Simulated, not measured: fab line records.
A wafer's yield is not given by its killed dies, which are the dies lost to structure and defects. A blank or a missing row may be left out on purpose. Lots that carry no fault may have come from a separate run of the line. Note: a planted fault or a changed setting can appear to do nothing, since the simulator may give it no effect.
The tool behind it: which one? || flow n5 finfet || Sampling: 12 lots, 36 wafers, 3 of 1938 route steps

## WHAT EACH GAUGE READ, for each wafer
N5_BEOL_M4_CD_MEAS_11: target cd 16.79 nm.
{"lot": "L075", "measured": "day 8 05:26", "on": "cd sem-02", "cd nm (nm)": "16.99 16.88 16.84"}
{"lot": "L078", "measured": "day 8 15:16", "on": "cd sem-02", "cd nm (nm)": "17.16 16.87 16.96"}
{"lot": "L079", "measured": "day 8 20:04", "on": "cd sem-02", "cd nm (nm)": "16.98 16.86 17.04"}
{"lot": "L081", "measured": "day 9 10:17", "on": "cd sem-03", "cd nm (nm)": "16.36 17.18 16.81"}
{"lot": "L083", "measured": "day 10 03:58", "on": "cd sem-02", "cd nm (nm)": "16.96 16.61 17.05"}
{"lot": "L084", "measured": "day 10 05:37", "on": "cd sem-03", "cd nm (nm)": "16.77 16.63 16.98"}
{"lot": "L087", "measured": "day 11 09:25", "on": "cd sem-02", "cd nm (nm)": "16.82 16.60 17.01"}
{"lot": "L090", "measured": "day 11 22:02", "on": "cd sem-03", "cd nm (nm)": "17.32 17.25 16.78"}
{"lot": "L092", "measured": "day 12 00:51", "on": "cd sem-01", "cd nm (nm)": "17.38 16.81 16.88"}
{"lot": "L093", "measured": "day 12 09:25", "on": "cd sem-01", "cd nm (nm)": "16.91 16.74 16.75"}
{"lot": "L095", "measured": "day 13 14:44", "on": "cd sem-02", "cd nm (nm)": "16.86 17.16 16.99"}
{"lot": "L097", "measured": "day 13 18:01", "on": "cd sem-03", "cd nm (nm)": "16.62 16.94 16.55"}

## WHICH TOOL RAN EACH LOT (tool, then ch and the chambers of the sampled wafers, then the start)
{"lot": "L075", "N5_BEOL_M3_ANNEAL_95": "pvd sputter-02, day 8 03:25", "N5_BEOL_M4_HM_DEP_02": "pvd sputter-01, day 8 05:02"}
{"lot": "L078", "N5_BEOL_M3_ANNEAL_95": "pvd sputter-01, day 8 13:13", "N5_BEOL_M4_HM_DEP_02": "pvd sputter-03, day 8 14:53"}
{"lot": "L079", "N5_BEOL_M3_ANNEAL_95": "pvd sputter-01, day 8 18:01", "N5_BEOL_M4_HM_DEP_02": "pvd sputter-02, day 8 19:40"}
{"lot": "L081", "N5_BEOL_M3_ANNEAL_95": "pvd sputter-03, day 9 08:28", "N5_BEOL_M4_HM_DEP_02": "pvd sputter-03, day 9 09:53"}
{"lot": "L083", "N5_BEOL_M3_ANNEAL_95": "pvd sputter-02, day 10 00:12", "N5_BEOL_M4_HM_DEP_02": "pvd sputter-01, day 10 03:26"}
{"lot": "L084", "N5_BEOL_M3_ANNEAL_95": "pvd sputter-03, day 10 03:30", "N5_BEOL_M4_HM_DEP_02": "pvd sputter-03, day 10 05:06"}
{"lot": "L087", "N5_BEOL_M3_ANNEAL_95": "pvd sputter-02, day 11 06:12", "N5_BEOL_M4_HM_DEP_02": "pvd sputter-02, day 11 08:54"}
{"lot": "L090", "N5_BEOL_M3_ANNEAL_95": "pvd sputter-03, day 11 17:20", "N5_BEOL_M4_HM_DEP_02": "pvd sputter-03, day 11 21:31"}
{"lot": "L092", "N5_BEOL_M3_ANNEAL_95": "pvd sputter-02, day 11 21:14", "N5_BEOL_M4_HM_DEP_02": "pvd sputter-01, day 12 00:28"}
{"lot": "L093", "N5_BEOL_M3_ANNEAL_95": "pvd sputter-03, day 12 06:02", "N5_BEOL_M4_HM_DEP_02": "pvd sputter-01, day 12 08:54"}
{"lot": "L095", "N5_BEOL_M3_ANNEAL_95": "pvd sputter-03, day 13 12:16", "N5_BEOL_M4_HM_DEP_02": "pvd sputter-01, day 13 14:13"}
{"lot": "L097", "N5_BEOL_M3_ANNEAL_95": "pvd sputter-03, day 13 15:06", "N5_BEOL_M4_HM_DEP_02": "pvd sputter-01, day 13 17:37"}
- N5_BEOL_M3_ANNEAL_95: time 240 s.
- N5_BEOL_M4_HM_DEP_02: deposits TiN, target thk 20 nm.

## THE ANSWER, worked out from the rows above alone
Rule: the usual values come from the lots themselves. The widest of any qualifying gaps counts: lots, ordered by their means at a reading, are off when they make up no more than a third of the lots, leave a main group of 4 or more, and stand apart from it by 3 or more times the standard deviation of that group's means. The tables above print the reading to a certain number of digits; a main group whose means all agree to those digits is not used. Also off: a lot with no number at a reading for which 4 or more lots have one. All remaining lots with rows at the step are treated as sound.
No lot is off at any reading shown: from this, nothing can be told.

## WHAT THE SIMULATOR PUT IN
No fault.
